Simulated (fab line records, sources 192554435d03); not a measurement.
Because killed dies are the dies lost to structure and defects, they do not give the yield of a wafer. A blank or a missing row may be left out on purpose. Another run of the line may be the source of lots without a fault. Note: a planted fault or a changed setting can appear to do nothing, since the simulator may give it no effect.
Chamber matching	flow n5Finfet	aldMetal-04 running N5_BEOL_M0_ALD_136: 4 sister chambers
The step deposits TaN, pulse time 2 s, purge time 3 s, co reactant purge time 2 s. 14 wafers are shown with their chamber, then 7 later ones without.

== WAFERS WITH THEIR CHAMBER ==
wafer	chamber	heaterPowerW (W)
L078.3	0	433
L078.5	0	436
L078.6	1	485
L082.1	3	389
L082.4	2	419
L082.5	3	401
L085.1	2	413
L085.5	3	398
L085.6	2	425
L086.1	1	478
L086.2	0	443
L086.3	2	415
L088.2	1	489
L088.3	3	403

SIGNATURES (averages over the wafers above)
reading	chamber 0	chamber 1	chamber 2	chamber 3	scatter within a chamber
heaterPowerW	437.33	484.00	418.00	397.75	5.6
Rule: a wafer lies at a distance from a chamber equal to the root of the sum of squares, over the readings, of (its reading less the chamber's mean, divided by the reading's scatter). The wafer belongs to the nearest chamber; if the next one is less than 2 further off, it can't be placed. The scatter is the square root of a quotient: the sum, over the shown wafers, of each reading's squared deviation from its chamber's mean, divided by wafers minus chambers.

== WAFERS MISSING THEIR CHAMBER ==
wafer	heaterPowerW (W)
L088.5	389
L091.2	393
L091.4	418
L091.5	487
L097.1	493
L097.2	400
L097.3	412

== EACH ONE'S CHAMBER ==
wafer	from the rows above	in truth
L088.5	3	3
L091.2	3	3
L091.4	2	2
L091.5	1	1
L097.1	1	1
L097.2	3	3
L097.3	can't be placed: 2 or 3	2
6 of 7 placed correctly. Unplaceable from these rows: 1, with the true chamber sitting among the candidates in 1. Number placed wrongly: 0.
